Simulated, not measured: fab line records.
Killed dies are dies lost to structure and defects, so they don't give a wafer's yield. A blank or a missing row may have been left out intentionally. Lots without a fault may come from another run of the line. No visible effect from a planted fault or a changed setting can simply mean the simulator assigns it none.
Lot-split experiment ; flow n5 finfet ; 21 wafers read across 7 lots, on a route 1938 steps long

## THE SPLIT ITSELF
At N5_MOL_CONTACT_COAG_CVD_140 (deposits W, target thk 66.5 nm, time 215 s), the setting target thk a was moved away from the recipe's 665 angstrom on 4 of the 21 wafers read, by -10.3% to +11.0%. For the rest of the wafers, this setting stayed at what the recipe calls for.

The split's own step is where the reading is taken.

## THE READING
W_of_MOL_CONTACT_COAG_CVD_140.thk nm (the simulator's own value, which no gauge read), in nm, at N5_MOL_CONTACT_COAG_CVD_140 (deposits W, target thk 66.5 nm, time 215 s). The file does not state a usual value for it. Here, 17 wafers ran the recipe; their average is 66.5 nm with a standard deviation of 0.82 nm.

wafer;tool, chamber at the split;target thk a as run, angstrom;against the recipe;W_of_MOL_CONTACT_COAG_CVD_140.thk nm, nm;against lot-mates on the recipe
L077.1;cvd w-02, 0;665;recipe;66.4;-
L077.2;cvd w-02, 1;665;recipe;67;-
L077.3;cvd w-02, 0;665;recipe;66;-
L082.2;cvd w-02, 0;738.2;+11.0%;71.8;+6.6
L082.3;cvd w-02, 0;738.2;+11.0%;73.2;+8.0
L082.6;cvd w-02, 0;665;recipe;65.2;-
L084.3;cvd w-01, 0;629.2;-5.4%;61;-4.3
L084.5;cvd w-01, 0;665;recipe;65;-
L084.6;cvd w-01, 1;665;recipe;65.6;-
L085.1;cvd w-02, 1;596.3;-10.3%;60.6;-6.6
L085.5;cvd w-02, 1,0;665;recipe;67.2;-
L085.6;cvd w-02, 1,0;665;recipe;67.2;-
L087.2;cvd w-02, 0;665;recipe;66.8;-
L087.3;cvd w-02, 0;665;recipe;66.6;-
L087.6;cvd w-02, 0;665;recipe;67;-
L089.2;cvd w-01, 0;665;recipe;65.6;-
L089.5;cvd w-01, 0;665;recipe;66.2;-
L089.6;cvd w-01, 1;665;recipe;66;-
L093.2;cvd w-02, 0;665;recipe;66.8;-
L093.3;cvd w-02, 0;665;recipe;66.8;-
L093.6;cvd w-02, 1;665;recipe;68.4;-
Where a row lists several chambers, the file gives one row for several wafers and doesn't say which wafer went through which chamber.

FIT RESULTS
A straight line over all 21 wafers: W_of_MOL_CONTACT_COAG_CVD_140.thk nm changes by +0.592 nm for each +1% of target thk a; r = +0.94; the points scatter about the line by 0.97 nm.
The same after taking each lot's own level away (the mean of its wafers on the recipe; 21 wafers): +0.667 nm for each +1%; r = +0.99; scatter 0.47 nm.
That fit puts the effect of the largest move of target thk a on the reading at 7.3 nm.
The span of the lots' own levels, 65.20 to 67.33 nm, comes to 2.6 times the standard deviation stated above.
Hence the slope depends on the lot-to-lot level, as the two fits are not the same.
Check: for one of the wafers moved furthest among these (+11.0%), held out of the fit, the line's prediction against its lot-mates is +7.71 nm. Against them it came out at +6.6 nm.

## THESE WAFERS: OTHER SPLITS
Before the reading, these wafers also passed through other splits. Each is held against what the fit with the lots' levels taken away leaves over:
other split on the same wafers;wafers away from the commonest value;r with W_of_MOL_CONTACT_COAG_CVD_140.thk nm (lot level and that fit taken away)
N5_DUMMY_GATE_COAT_34 spin rpm;6;+0.13
N5_SD_EPI_P_EPI_21 time s;8;+0.29
N5_HKMG_FIN_ETCH_55 time s;10;-0.03
N5_GATE_CUT_ETCH_37 bias w;4;+0.36
N5_MOL_CONTACT_COAG_SPUTTER_130 power w;10;+0.19

## THE FILE'S OWN FIT
W_of_MOL_CONTACT_COAG_CVD_140.thk nm changes by +0.668 nm for each +1% of target thk a, r = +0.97.
